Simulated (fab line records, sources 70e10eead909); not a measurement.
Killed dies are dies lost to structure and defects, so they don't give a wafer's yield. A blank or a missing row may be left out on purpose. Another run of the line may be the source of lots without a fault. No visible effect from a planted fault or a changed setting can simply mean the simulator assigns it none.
Struck lot and sound lot, side by side    flow nandHarc    35 steps out of a route of 1302
Sound: the wafers L497.1, L497.2, L497.3. Struck: wafer L508.1 (L508.2, L508.4, from the same lot, were not struck and are left out); the cause is given at the end.
Order at every step that has rows: each side's tool, ch and its chambers, its first start. Under that, the readings that differ: sound wafers    struck wafers    difference of the means    sigmas: that difference in standard deviations of wafers without a fault.
alike: readings whose means differ by less than 2 such deviations, and words and numbers that are the same on both sides. not compared: withheld readings, readings that some wafer has no value for, bounds like >300 that may hide the same value, and numbers for which the record gives no deviation and whose values overlap.
A row with sigmas, a row that says differs or no value, or rows on one side alone: a step with any of these is where the two part. Non-overlapping numbers with no deviation appear without sigmas and do not part them. A reading missing from all wafers of one side parts the sides only when that side holds two or more wafers.

first, 11 steps without rows for these wafers: NHARC_THIN_TSV_ETCH_44 (etches the open film in CF4/O2, target depth 1594.2 nm, time 797.1 s); NHARC_THIN_TSV_ETCH_15 (target depth 3000 nm, bosch target overetch cycles 2, bosch etch step 2.8 s); NHARC_THIN_TSV_STRIP_45 (strips in O2); NHARC_THIN_TSV_STRIP_46 (strips in post etch residue remover, time 1200 s); NHARC_THIN_TSV_DEP_47 (deposits SiO2, target thk 200 nm); NHARC_THIN_TSV_ETCHBACK_48 (etches the open film in C4F8/Ar, target depth 1028.5 nm, time 405.17 s); NHARC_THIN_TSV_STRIP_62 (strips in N2/H2, time 20 s); NHARC_THIN_TSV_DEGAS_49 (time 120 s); NHARC_THIN_TSV_PRE_CLEAN_50 (time 30 s); NHARC_THIN_TSV_PVD_19 (deposits TaN, target thk 20 nm); NHARC_THIN_TSV_PVD_51 (deposits Cu, target thk 100 nm).
NHARC_THIN_TSV_ECD_20: material Cu, target thk 2000 nm.
  sound on ecdCu-01 ch 0,1, day 24 13:02; struck on ecdCu-01 ch 0,1, day 28 22:26
then, 22 steps without rows for these wafers: NHARC_THIN_TSV_ANNEAL_52 (time 90 s); NHARC_THIN_TSV_CMP_21 (polishes, t overpolish 30 s, target thk 2000 nm); NHARC_THIN_TSV_SRD_23; NHARC_THIN_TSV_DEGAS_53 (time 60 s); NHARC_THIN_TSV_PRE_CLEAN_54 (time 30 s); NHARC_THIN_TSV_PVD_55 (deposits TiN, target thk 50 nm); NHARC_THIN_TSV_PVD_24 (deposits Al, target thk 800 nm); NHARC_THIN_TSV_DEHYDRATE_25 (time 120 s); NHARC_THIN_TSV_HMDS_26 (time 30 s); NHARC_THIN_TSV_COAT_27; NHARC_THIN_TSV_SOFTBAKE_28 (time 95 s); NHARC_THIN_TSV_EBR_29; NHARC_THIN_TSV_EXPOSE_30 (exposes mask PAD); NHARC_THIN_TSV_PEB_31 (peb time 85 s); NHARC_THIN_TSV_DEVELOP_32 (time 70 s); NHARC_THIN_TSV_HARDBAKE_34 (time 80 s); NHARC_THIN_TSV_DESCUM_35 (chemistry O2, time 3 s); NHARC_THIN_TSV_ETCH_59 (etches the open film in Cl2/BCl3, target depth 880 nm, time 138.1 s); NHARC_THIN_TSV_ETCH_36 (etches the open film in Cl2/BCl3, target depth 65 nm, time 18.571 s); NHARC_THIN_TSV_STRIP_56 (strips in O2); NHARC_THIN_TSV_STRIP_57 (strips in post etch residue remover, time 1200 s); NHARC_THIN_TSV_ANNEAL_58 (time 1800 s).
NHARC_END_SORT_01:
  here the record holds rows for the struck wafers (prober-02 ch 0, day 29 10:10) but none for the sound ones

== WHERE THEY PART ==
Only at NHARC_END_SORT_01, as far as this record shows.

WHY: the cause the simulator had injected
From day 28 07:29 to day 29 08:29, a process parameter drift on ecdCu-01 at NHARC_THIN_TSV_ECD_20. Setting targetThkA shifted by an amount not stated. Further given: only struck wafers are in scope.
